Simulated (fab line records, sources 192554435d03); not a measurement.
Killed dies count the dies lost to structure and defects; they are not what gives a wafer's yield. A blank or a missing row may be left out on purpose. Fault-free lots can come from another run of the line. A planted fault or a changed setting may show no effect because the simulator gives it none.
A single fault, viewed from 2 desks    flow n5 finfet    every desk sees just its own numbers, and what lay behind them comes last

== TOOL OWNER'S DESK, pecvd-04 ==
The tool's own readings at N5_BEOL_M5_DEP_56 (deposits SiCN from 3MS/NH3, target thk 8 nm, time 14 s): means of the sampled wafers that have a number, for each lot that ran on this tool. Any lot whose mean is over 4 standard deviations away from the usual mean is out of limits and marked OUT; that distance is given in the brackets.
Columns: A = showerhead plenum p Torr at N5_BEOL_M5_DEP_56, usual 3.667 Torr; B = throttle valve pct at N5_BEOL_M5_DEP_56, usual 9.1 %
lot   first seen here  A      B
L116  day 10 03:55     3.664  9.2
L122  day 12 04:12     3.649  9.3
L127  day 12 07:35     3.649  9.3
L128  day 13 05:41     3.683  8.8
This desk found nothing out of limits on any of the 4 lots.

== FROM THE METROLOGY DESK ==
Lot by lot, what the gauges showed, no matter which tool ran the lot: averages of those sampled wafers that carry a number. Any lot whose mean is over 4 standard deviations away from the usual mean is out of limits and marked OUT; that distance is given in the brackets.
Columns: A = M5_THK at N5_BEOL_M5_THK_MEAS_53, usual 61.5 nm; B = M5_RS at N5_BEOL_M5_RS_MEAS_57, usual 0.386 ohm/sq
lot   first seen here  A     B
L116  day 10 03:40     64.1  0.369
L122  day 12 04:01     61.5  0.391
L127  day 12 07:23     61.0  0.386
L126  day 12 11:59     62.8  0.375
L128  day 13 05:28     61.2  0.386
L133  day 14 10:26     62.3  0.385
L132  day 14 10:42     59.8  0.391
This desk found nothing out of limits on any of the 7 lots.

== TAKEN TOGETHER ==
The desk of the tool owner found nothing out of limits.
Nothing out of limits was seen by the metrology desk.

== WHAT THE SIMULATOR PUT IN ==
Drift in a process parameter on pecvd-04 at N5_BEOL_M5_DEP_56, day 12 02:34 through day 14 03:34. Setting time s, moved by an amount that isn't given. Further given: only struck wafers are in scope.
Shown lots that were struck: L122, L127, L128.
